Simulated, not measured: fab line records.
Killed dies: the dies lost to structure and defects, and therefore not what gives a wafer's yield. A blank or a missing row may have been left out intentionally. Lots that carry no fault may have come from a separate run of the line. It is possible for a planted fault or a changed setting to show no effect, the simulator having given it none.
The tool behind it: which one? / flow nand harc / 23 lots with 69 wafers sampled at 3 steps, on a route of 1159 steps

WHAT THE GAUGES READ, wafer by wafer
NHARC_P_M2_INSPECT_27. Usual: raw defect count at 338, with a standard deviation of 140.
lot=L074; measured=day 5 23:48; on=defect inspect-02; raw defect count=391 315 669; flag=
lot=L075; measured=day 6 16:47; on=defect inspect-02; raw defect count=298 342 201; flag=
lot=L076; measured=day 6 17:41; on=defect inspect-02; raw defect count=301 238 455; flag=
lot=L078; measured=day 7 09:16; on=defect inspect-02; raw defect count=374 190 414; flag=
lot=L077; measured=day 7 09:55; on=defect inspect-02; raw defect count=309 136 209; flag=
lot=L079; measured=day 7 15:28; on=defect inspect-02; raw defect count=522 773 500; flag=
lot=L081; measured=day 7 20:21; on=defect inspect-02; raw defect count=279 221 478; flag=
lot=L080; measured=day 7 21:14; on=defect inspect-02; raw defect count=610 336 555; flag=
lot=L083; measured=day 8 11:50; on=defect inspect-02; raw defect count=269 465 288; flag=
lot=L082; measured=day 8 12:31; on=defect inspect-02; raw defect count=178 300 387; flag=
lot=L085; measured=day 9 09:38; on=defect inspect-01; raw defect count=393 630 248; flag=
lot=L086; measured=day 9 19:33; on=defect inspect-01; raw defect count=424 418 268; flag=
lot=L084; measured=day 10 02:04; on=defect inspect-01; raw defect count=366 320 253; flag=
lot=L089; measured=day 10 08:41; on=defect inspect-01; raw defect count=370 330 314; flag=
lot=L088; measured=day 10 09:06; on=defect inspect-02; raw defect count=261 330 260; flag=
lot=L090; measured=day 10 14:24; on=defect inspect-02; raw defect count=358 259 186; flag=
lot=L093; measured=day 10 21:15; on=defect inspect-02; raw defect count=278 371 373; flag=
lot=L094; measured=day 10 21:53; on=defect inspect-01; raw defect count=255 191 404; flag=
lot=L091; measured=day 10 22:41; on=defect inspect-01; raw defect count=234 308 469; flag=
lot=L092; measured=day 11 06:35; on=defect inspect-02; raw defect count=286 208 266; flag=
lot=L096; measured=day 11 16:38; on=defect inspect-02; raw defect count=241 225 270; flag=
lot=L095; measured=day 11 17:02; on=defect inspect-01; raw defect count=319 409 668; flag=
lot=L097; measured=day 11 21:08; on=defect inspect-02; raw defect count=485 535 314; flag=

WHICH TOOL RAN EACH LOT (tool, then ch and the chambers of the sampled wafers, then the start)
lot=L074; NHARC_P_M0_STRIP_18=rie diel-08 ch 1,2,3, day 5 13:08; NHARC_P_M1_ETCH_35=rie diel-03 ch 2,3, day 5 17:04
lot=L075; NHARC_P_M0_STRIP_18=rie diel-09 ch 1,2, day 6 06:23; NHARC_P_M1_ETCH_35=rie diel-03 ch 0,1,3, day 6 10:01
lot=L076; NHARC_P_M0_STRIP_18=rie diel-09 ch 0,1,2, day 6 07:03; NHARC_P_M1_ETCH_35=rie diel-01 ch 0,3, day 6 11:01
lot=L078; NHARC_P_M0_STRIP_18=rie diel-10 ch 0,1, day 6 22:44; NHARC_P_M1_ETCH_35=rie diel-07 ch 2,3, day 7 02:29
lot=L077; NHARC_P_M0_STRIP_18=rie diel-09 ch 1,2, day 6 23:08; NHARC_P_M1_ETCH_35=rie diel-01 ch 0,2, day 7 02:58
lot=L079; NHARC_P_M0_STRIP_18=rie diel-09 ch 0,1,2, day 7 04:40; NHARC_P_M1_ETCH_35=rie diel-03 ch 0,1,3, day 7 08:28
lot=L081; NHARC_P_M0_STRIP_18=rie diel-09 ch 0,2,3, day 7 09:39; NHARC_P_M1_ETCH_35=rie diel-01 ch 0,2,3, day 7 13:23
lot=L080; NHARC_P_M0_STRIP_18=rie diel-09 ch 0,2,3, day 7 10:22; NHARC_P_M1_ETCH_35=rie diel-01 ch 0,1,3, day 7 14:21
lot=L083; NHARC_P_M0_STRIP_18=rie diel-09 ch 0,2,3, day 8 01:16; NHARC_P_M1_ETCH_35=rie diel-01 ch 1,2, day 8 05:12
lot=L082; NHARC_P_M0_STRIP_18=rie diel-10 ch 0,1,3, day 8 01:53; NHARC_P_M1_ETCH_35=rie diel-03 ch 0,2,3, day 8 05:45
lot=L085; NHARC_P_M0_STRIP_18=rie diel-10 ch 1,2,3, day 8 22:49; NHARC_P_M1_ETCH_35=rie diel-03 ch 0,1, day 9 02:52
lot=L086; NHARC_P_M0_STRIP_18=rie diel-09 ch 0,3, day 9 08:01; NHARC_P_M1_ETCH_35=rie diel-07 ch 0,2, day 9 12:50
lot=L084; NHARC_P_M0_STRIP_18=rie diel-09 ch 0,2,3, day 9 15:43; NHARC_P_M1_ETCH_35=rie diel-03 ch 0,1,3, day 9 19:29
lot=L089; NHARC_P_M0_STRIP_18=rie diel-09 ch 0,2, day 9 22:07; NHARC_P_M1_ETCH_35=rie diel-01 ch 0,1,2, day 10 01:55
lot=L088; NHARC_P_M0_STRIP_18=rie diel-10 ch 0,1, day 9 22:19; NHARC_P_M1_ETCH_35=rie diel-07 ch 0,1,2, day 10 02:07
lot=L090; NHARC_P_M0_STRIP_18=rie diel-10 ch 0,2,3, day 10 03:38; NHARC_P_M1_ETCH_35=rie diel-07 ch 1,2,3, day 10 07:20
lot=L093; NHARC_P_M0_STRIP_18=rie diel-08 ch 1,2, day 10 10:26; NHARC_P_M1_ETCH_35=rie diel-03 ch 0,1, day 10 14:16
lot=L094; NHARC_P_M0_STRIP_18=rie diel-08 ch 1,2,3, day 10 11:17; NHARC_P_M1_ETCH_35=rie diel-03 ch 1,2,3, day 10 14:56
lot=L091; NHARC_P_M0_STRIP_18=rie diel-09 ch 0,3, day 10 11:35; NHARC_P_M1_ETCH_35=rie diel-01 ch 0,2,3, day 10 15:53
lot=L092; NHARC_P_M0_STRIP_18=rie diel-08 ch 1,2, day 10 19:13; NHARC_P_M1_ETCH_35=rie diel-01 ch 0,3, day 10 23:37
lot=L096; NHARC_P_M0_STRIP_18=rie diel-10 ch 0,2,3, day 11 05:31; NHARC_P_M1_ETCH_35=rie diel-03 ch 0,2,3, day 11 09:19
lot=L095; NHARC_P_M0_STRIP_18=rie diel-09 ch 0,2,3, day 11 06:15; NHARC_P_M1_ETCH_35=rie diel-01 ch 0,1,3, day 11 10:01
lot=L097; NHARC_P_M0_STRIP_18=rie diel-10 ch 1,2,3, day 11 10:34; NHARC_P_M1_ETCH_35=rie diel-03 ch 2,3, day 11 14:11
- NHARC_P_M0_STRIP_18: strips in N2/H2.
- NHARC_P_M1_ETCH_35: etches the open film in N2/H2, target depth 40 nm, overetch 12 nm, time 43.94 s.

WHAT THE TOOLS THEMSELVES READ (means of the sampled wafers that have a number; where no wafer has one, the mark that the record gives instead)
NHARC_P_M0_STRIP_18. Usual: drypump motor current A 5.9 A, standard deviation 0.31; oes product au 0.997 a.u., standard deviation 0.0086; rf vpp V 90.4 V, standard deviation 0.84; showerhead plenum p Torr 2.00 Torr, standard deviation 0.07; throttle valve pct 14.171 %, standard deviation 0.0099.
lot=L074; tool=rie diel-08; drypump motor current A (A)=5.6; oes product au (a.u.)=1.011; rf vpp V (V)=90.3; showerhead plenum p Torr (Torr)=2.02; throttle valve pct (%)=14.171; flag=
lot=L075; tool=rie diel-09; drypump motor current A (A)=6.2; oes product au (a.u.)=1.006; rf vpp V (V)=90.8; showerhead plenum p Torr (Torr)=2.01; throttle valve pct (%)=14.166; flag=
lot=L076; tool=rie diel-09; drypump motor current A (A)=6.1; oes product au (a.u.)=0.996; rf vpp V (V)=90.6; showerhead plenum p Torr (Torr)=1.99; throttle valve pct (%)=14.168; flag=
lot=L078; tool=rie diel-10; drypump motor current A (A)=5.5; oes product au (a.u.)=0.998; rf vpp V (V)=90.3; showerhead plenum p Torr (Torr)=1.99; throttle valve pct (%)=14.176; flag=
lot=L077; tool=rie diel-09; drypump motor current A (A)=6.1; oes product au (a.u.)=1.002; rf vpp V (V)=90.6; showerhead plenum p Torr (Torr)=1.99; throttle valve pct (%)=14.174; flag=
lot=L079; tool=rie diel-09; drypump motor current A (A)=6.1; oes product au (a.u.)=0.994; rf vpp V (V)=91.0; showerhead plenum p Torr (Torr)=1.99; throttle valve pct (%)=14.172; flag=
lot=L081; tool=rie diel-09; drypump motor current A (A)=6.2; oes product au (a.u.)=1.003; rf vpp V (V)=91.2; showerhead plenum p Torr (Torr)=2.03; throttle valve pct (%)=14.175; flag=
lot=L080; tool=rie diel-09; drypump motor current A (A)=6.2; oes product au (a.u.)=0.998; rf vpp V (V)=90.5; showerhead plenum p Torr (Torr)=2.03; throttle valve pct (%)=14.174; flag=
lot=L083; tool=rie diel-09; drypump motor current A (A)=6.2; oes product au (a.u.)=0.997; rf vpp V (V)=90.7; showerhead plenum p Torr (Torr)=2.03; throttle valve pct (%)=14.166; flag=
lot=L082; tool=rie diel-10; drypump motor current A (A)=5.7; oes product au (a.u.)=1.001; rf vpp V (V)=90.7; showerhead plenum p Torr (Torr)=1.96; throttle valve pct (%)=14.175; flag=
lot=L085; tool=rie diel-10; drypump motor current A (A)=5.8; oes product au (a.u.)=0.998; rf vpp V (V)=89.5; showerhead plenum p Torr (Torr)=1.97; throttle valve pct (%)=14.174; flag=
lot=L086; tool=rie diel-09; drypump motor current A (A)=6.1; oes product au (a.u.)=0.993; rf vpp V (V)=90.4; showerhead plenum p Torr (Torr)=2.06; throttle valve pct (%)=14.174; flag=
lot=L084; tool=rie diel-09; drypump motor current A (A)=6.1; oes product au (a.u.)=0.996; rf vpp V (V)=89.6; showerhead plenum p Torr (Torr)=2.03; throttle valve pct (%)=14.174; flag=
lot=L089; tool=rie diel-09; drypump motor current A (A)=6.1; oes product au (a.u.)=0.996; rf vpp V (V)=90.6; showerhead plenum p Torr (Torr)=1.98; throttle valve pct (%)=14.170; flag=
lot=L088; tool=rie diel-10; drypump motor current A (A)=5.4; oes product au (a.u.)=0.996; rf vpp V (V)=90.8; showerhead plenum p Torr (Torr)=1.98; throttle valve pct (%)=14.176; flag=
lot=L090; tool=rie diel-10; drypump motor current A (A)=5.8; oes product au (a.u.)=0.989; rf vpp V (V)=89.9; showerhead plenum p Torr (Torr)=1.96; throttle valve pct (%)=14.167; flag=
lot=L093; tool=rie diel-08; drypump motor current A (A)=5.8; oes product au (a.u.)=0.996; rf vpp V (V)=90.3; showerhead plenum p Torr (Torr)=2.01; throttle valve pct (%)=14.183; flag=
lot=L094; tool=rie diel-08; drypump motor current A (A)=5.6; oes product au (a.u.)=0.999; rf vpp V (V)=90.3; showerhead plenum p Torr (Torr)=2.02; throttle valve pct (%)=14.170; flag=
lot=L091; tool=rie diel-09; drypump motor current A (A)=6.2; oes product au (a.u.)=0.992; rf vpp V (V)=91.0; showerhead plenum p Torr (Torr)=2.06; throttle valve pct (%)=14.169; flag=
lot=L092; tool=rie diel-08; drypump motor current A (A)=5.8; oes product au (a.u.)=0.998; rf vpp V (V)=90.8; showerhead plenum p Torr (Torr)=2.01; throttle valve pct (%)=14.174; flag=
lot=L096; tool=rie diel-10; drypump motor current A (A)=5.8; oes product au (a.u.)=0.979; rf vpp V (V)=90.9; showerhead plenum p Torr (Torr)=1.96; throttle valve pct (%)=14.170; flag=
lot=L095; tool=rie diel-09; drypump motor current A (A)=6.2; oes product au (a.u.)=0.998; rf vpp V (V)=90.7; showerhead plenum p Torr (Torr)=2.03; throttle valve pct (%)=14.169; flag=
lot=L097; tool=rie diel-10; drypump motor current A (A)=5.9; oes product au (a.u.)=0.999; rf vpp V (V)=90.5; showerhead plenum p Torr (Torr)=1.97; throttle valve pct (%)=14.165; flag=

NHARC_P_M1_ETCH_35. Usual: drypump motor current A 5.6 A, standard deviation 0.45; oes product au 1.002 a.u., standard deviation 0.007; rf vpp V 430.4 V, standard deviation 1.8; showerhead plenum p Torr 2.04 Torr, standard deviation 0.056; throttle valve pct 14.171 %, standard deviation 0.0094.
lot=L074; tool=rie diel-03; drypump motor current A (A)=5.1; oes product au (a.u.)=1.002; rf vpp V (V)=430.6; showerhead plenum p Torr (Torr)=2.06; throttle valve pct (%)=14.170; flag=
lot=L075; tool=rie diel-03; drypump motor current A (A)=5.4; oes product au (a.u.)=1.010; rf vpp V (V)=430.4; showerhead plenum p Torr (Torr)=2.05; throttle valve pct (%)=14.170; flag=
lot=L076; tool=rie diel-01; drypump motor current A (A)=6.0; oes product au (a.u.)=1.005; rf vpp V (V)=428.9; showerhead plenum p Torr (Torr)=1.96; throttle valve pct (%)=14.167; flag=
lot=L078; tool=rie diel-07; drypump motor current A (A)=6.2; oes product au (a.u.)=0.999; rf vpp V (V)=429.5; showerhead plenum p Torr (Torr)=1.99; throttle valve pct (%)=14.173; flag=
lot=L077; tool=rie diel-01; drypump motor current A (A)=5.8; oes product au (a.u.)=0.998; rf vpp V (V)=431.3; showerhead plenum p Torr (Torr)=2.06; throttle valve pct (%)=14.170; flag=
lot=L079; tool=rie diel-03; drypump motor current A (A)=5.4; oes product au (a.u.)=1.004; rf vpp V (V)=429.5; showerhead plenum p Torr (Torr)=2.05; throttle valve pct (%)=14.168; flag=
lot=L081; tool=rie diel-01; drypump motor current A (A)=5.9; oes product au (a.u.)=0.999; rf vpp V (V)=429.1; showerhead plenum p Torr (Torr)=2.02; throttle valve pct (%)=14.177; flag=
lot=L080; tool=rie diel-01; drypump motor current A (A)=5.8; oes product au (a.u.)=1.012; rf vpp V (V)=428.7; showerhead plenum p Torr (Torr)=2.02; throttle valve pct (%)=14.163; flag=
lot=L083; tool=rie diel-01; drypump motor current A (A)=5.7; oes product au (a.u.)=1.008; rf vpp V (V)=432.0; showerhead plenum p Torr (Torr)=2.11; throttle valve pct (%)=14.166; flag=
lot=L082; tool=rie diel-03; drypump motor current A (A)=5.1; oes product au (a.u.)=0.998; rf vpp V (V)=431.1; showerhead plenum p Torr (Torr)=2.06; throttle valve pct (%)=14.171; flag=
lot=L085; tool=rie diel-03; drypump motor current A (A)=5.6; oes product au (a.u.)=1.001; rf vpp V (V)=431.2; showerhead plenum p Torr (Torr)=2.03; throttle valve pct (%)=14.170; flag=
lot=L086; tool=rie diel-07; drypump motor current A (A)=5.4; oes product au (a.u.)=0.993; rf vpp V (V)=430.1; showerhead plenum p Torr (Torr)=2.02; throttle valve pct (%)=14.172; flag=
lot=L084; tool=rie diel-03; drypump motor current A (A)=5.4; oes product au (a.u.)=1.004; rf vpp V (V)=430.6; showerhead plenum p Torr (Torr)=2.05; throttle valve pct (%)=14.169; flag=
lot=L089; tool=rie diel-01; drypump motor current A (A)=5.7; oes product au (a.u.)=1.000; rf vpp V (V)=431.6; showerhead plenum p Torr (Torr)=2.08; throttle valve pct (%)=14.170; flag=
lot=L088; tool=rie diel-07; drypump motor current A (A)=5.6; oes product au (a.u.)=1.001; rf vpp V (V)=429.4; showerhead plenum p Torr (Torr)=2.02; throttle valve pct (%)=14.178; flag=
lot=L090; tool=rie diel-07; drypump motor current A (A)=5.8; oes product au (a.u.)=1.006; rf vpp V (V)=430.0; showerhead plenum p Torr (Torr)=2.01; throttle valve pct (%)=14.173; flag=
lot=L093; tool=rie diel-03; drypump motor current A (A)=5.2; oes product au (a.u.)=1.000; rf vpp V (V)=431.3; showerhead plenum p Torr (Torr)=2.06; throttle valve pct (%)=14.168; flag=
lot=L094; tool=rie diel-03; drypump motor current A (A)=5.4; oes product au (a.u.)=1.006; rf vpp V (V)=430.4; showerhead plenum p Torr (Torr)=2.04; throttle valve pct (%)=14.179; flag=
lot=L091; tool=rie diel-01; drypump motor current A (A)=5.9; oes product au (a.u.)=1.010; rf vpp V (V)=429.8; showerhead plenum p Torr (Torr)=2.02; throttle valve pct (%)=14.181; flag=
lot=L092; tool=rie diel-01; drypump motor current A (A)=5.9; oes product au (a.u.)=1.001; rf vpp V (V)=429.0; showerhead plenum p Torr (Torr)=1.99; throttle valve pct (%)=14.161; flag=
lot=L096; tool=rie diel-03; drypump motor current A (A)=5.1; oes product au (a.u.)=1.005; rf vpp V (V)=430.7; showerhead plenum p Torr (Torr)=2.06; throttle valve pct (%)=14.176; flag=
lot=L095; tool=rie diel-01; drypump motor current A (A)=5.8; oes product au (a.u.)=1.002; rf vpp V (V)=430.2; showerhead plenum p Torr (Torr)=2.02; throttle valve pct (%)=14.168; flag=
lot=L097; tool=rie diel-03; drypump motor current A (A)=5.1; oes product au (a.u.)=0.994; rf vpp V (V)=431.1; showerhead plenum p Torr (Torr)=2.05; throttle valve pct (%)=14.173; flag=

THE ANSWER, worked out from the rows above alone
Rule: take the mean of a lot's wafers that have a number; if it is more than 3 standard deviations from the usual mean, the lot is off. Also off: a lot with no number at a reading for which 4 or more lots have one. All remaining lots with rows at the step are treated as sound. First the gauges in route order, then the tools' own readings, where a lot's mean is used as printed above. At the first step where some lot is off, the reading lying furthest off is the one used; lots without a number count as furthest.
Nothing can be told from this: no lot is off at any reading shown.

WHAT THE SIMULATOR PUT IN
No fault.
